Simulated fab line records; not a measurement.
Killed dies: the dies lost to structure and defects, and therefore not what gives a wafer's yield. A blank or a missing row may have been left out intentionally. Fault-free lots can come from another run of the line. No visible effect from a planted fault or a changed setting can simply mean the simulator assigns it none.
Matching of chambers || flow n5 finfet || N5_BEOL_M0_SAQP_MANDREL1_REMOVE_100 on rie si-01 has 4 sister chambers
The step chemistry HBr/Cl2/O2, target a-Si, stops on SiNx, bt time 10 s. 22 wafers are shown with their chamber, then 11 later ones without.

== WAFERS PAIRED WITH THEIR CHAMBERS ==
{"wafer": "L077.2", "chamber": 2, "throttle valve pct (%)": 36.8, "drypump motor current A (A)": 5.1, "oes product au (a.u.)": 0.973}
{"wafer": "L077.3", "chamber": 3, "throttle valve pct (%)": 37.1, "drypump motor current A (A)": 4.8, "oes product au (a.u.)": 0.975}
{"wafer": "L077.6", "chamber": 1, "throttle valve pct (%)": 36.6, "drypump motor current A (A)": 5.7, "oes product au (a.u.)": 0.976}
{"wafer": "L080.1", "chamber": 1, "throttle valve pct (%)": 36.6, "drypump motor current A (A)": 5.7, "oes product au (a.u.)": 0.976}
{"wafer": "L080.2", "chamber": 0, "throttle valve pct (%)": 37.3, "drypump motor current A (A)": 5.2, "oes product au (a.u.)": 1.006}
{"wafer": "L080.6", "chamber": 3, "throttle valve pct (%)": 37.1, "drypump motor current A (A)": 4.8, "oes product au (a.u.)": 1.000}
{"wafer": "L081.1", "chamber": 1, "throttle valve pct (%)": 36.6, "drypump motor current A (A)": 5.7, "oes product au (a.u.)": 0.986}
{"wafer": "L081.3", "chamber": 2, "throttle valve pct (%)": 36.8, "drypump motor current A (A)": 5.1, "oes product au (a.u.)": 0.996}
{"wafer": "L081.6", "chamber": 1, "throttle valve pct (%)": 36.6, "drypump motor current A (A)": 5.7, "oes product au (a.u.)": 0.983}
{"wafer": "L084.1", "chamber": 0, "throttle valve pct (%)": 37.3, "drypump motor current A (A)": 5.2, "oes product au (a.u.)": 0.996}
{"wafer": "L084.2", "chamber": 3, "throttle valve pct (%)": 37.2, "drypump motor current A (A)": 4.8, "oes product au (a.u.)": 0.984}
{"wafer": "L084.5", "chamber": 3, "throttle valve pct (%)": 37.1, "drypump motor current A (A)": 4.8, "oes product au (a.u.)": 0.999}
{"wafer": "L086.1", "chamber": 0, "throttle valve pct (%)": 37.3, "drypump motor current A (A)": 5.2, "oes product au (a.u.)": 0.995}
{"wafer": "L086.4", "chamber": 1, "throttle valve pct (%)": 36.6, "drypump motor current A (A)": 5.7, "oes product au (a.u.)": 0.978}
{"wafer": "L086.5", "chamber": 3, "throttle valve pct (%)": 37.1, "drypump motor current A (A)": 4.8, "oes product au (a.u.)": 0.991}
{"wafer": "L085.1", "chamber": 1, "throttle valve pct (%)": 36.6, "drypump motor current A (A)": 5.6, "oes product au (a.u.)": 0.970}
{"wafer": "L085.2", "chamber": 2, "throttle valve pct (%)": 36.8, "drypump motor current A (A)": 5.1, "oes product au (a.u.)": 0.991}
{"wafer": "L085.6", "chamber": 3, "throttle valve pct (%)": 37.2, "drypump motor current A (A)": 4.8, "oes product au (a.u.)": 0.993}
{"wafer": "L089.1", "chamber": 0, "throttle valve pct (%)": 37.3, "drypump motor current A (A)": 5.2, "oes product au (a.u.)": 1.005}
{"wafer": "L089.2", "chamber": 2, "throttle valve pct (%)": 36.8, "drypump motor current A (A)": 5.1, "oes product au (a.u.)": 0.995}
{"wafer": "L089.5", "chamber": 3, "throttle valve pct (%)": 37.2, "drypump motor current A (A)": 4.7, "oes product au (a.u.)": 1.005}
{"wafer": "L090.1", "chamber": 0, "throttle valve pct (%)": 37.3, "drypump motor current A (A)": 5.2, "oes product au (a.u.)": 0.992}

SIGNATURES, as means of the wafers listed above
{"reading": "throttle valve pct", "chamber 0": 37.300, "chamber 1": 36.600, "chamber 2": 36.800, "chamber 3": 37.143, "scatter within a chamber": 0.0309}
{"reading": "drypump motor current A", "chamber 0": 5.200, "chamber 1": 5.683, "chamber 2": 5.100, "chamber 3": 4.786, "scatter within a chamber": 0.0306}
{"reading": "oes product au", "chamber 0": 0.99880, "chamber 1": 0.97817, "chamber 2": 0.98875, "chamber 3": 0.99243, "scatter within a chamber": 0.0085}
Rule: distance of a wafer from a chamber = root of the sum over the readings of ((wafer's reading minus chamber's mean) / reading's scatter) squared. The wafer belongs to the nearest chamber; if the next one is less than 2 further off, it can't be placed. The scatter: take each reading less its chamber's mean, square it, sum over the shown wafers, divide by the number of wafers less the number of chambers, and take the root.

== WAFERS MISSING THEIR CHAMBER ==
{"wafer": "L090.4", "throttle valve pct (%)": 37.1, "drypump motor current A (A)": 4.8, "oes product au (a.u.)": 0.985}
{"wafer": "L090.5", "throttle valve pct (%)": 37.1, "drypump motor current A (A)": 4.8, "oes product au (a.u.)": 0.986}
{"wafer": "L091.3", "throttle valve pct (%)": 36.6, "drypump motor current A (A)": 5.7, "oes product au (a.u.)": 0.974}
{"wafer": "L091.4", "throttle valve pct (%)": 37.3, "drypump motor current A (A)": 5.2, "oes product au (a.u.)": 0.988}
{"wafer": "L091.5", "throttle valve pct (%)": 37.3, "drypump motor current A (A)": 5.2, "oes product au (a.u.)": 0.995}
{"wafer": "L094.1", "throttle valve pct (%)": 37.3, "drypump motor current A (A)": 5.2, "oes product au (a.u.)": 0.984}
{"wafer": "L094.2", "throttle valve pct (%)": 36.8, "drypump motor current A (A)": 5.1, "oes product au (a.u.)": 0.992}
{"wafer": "L094.4", "throttle valve pct (%)": 36.6, "drypump motor current A (A)": 5.7, "oes product au (a.u.)": 0.975}
{"wafer": "L095.2", "throttle valve pct (%)": 36.6, "drypump motor current A (A)": 5.7, "oes product au (a.u.)": 0.979}
{"wafer": "L095.5", "throttle valve pct (%)": 36.8, "drypump motor current A (A)": 5.1, "oes product au (a.u.)": 0.991}
{"wafer": "L095.6", "throttle valve pct (%)": 36.6, "drypump motor current A (A)": 5.7, "oes product au (a.u.)": 0.979}

== CHAMBER TAKEN BY EACH ==
{"wafer": "L090.4", "from the rows above": 3, "in truth": 3}
{"wafer": "L090.5", "from the rows above": 3, "in truth": 3}
{"wafer": "L091.3", "from the rows above": 1, "in truth": 1}
{"wafer": "L091.4", "from the rows above": 0, "in truth": 0}
{"wafer": "L091.5", "from the rows above": 0, "in truth": 0}
{"wafer": "L094.1", "from the rows above": 0, "in truth": 0}
{"wafer": "L094.2", "from the rows above": 2, "in truth": 2}
{"wafer": "L094.4", "from the rows above": 1, "in truth": 1}
{"wafer": "L095.2", "from the rows above": 1, "in truth": 1}
{"wafer": "L095.5", "from the rows above": 2, "in truth": 2}
{"wafer": "L095.6", "from the rows above": 1, "in truth": 1}
Correct placement for 11 of the 11. Left unplaced by these rows: 0. 0 placed wrongly.
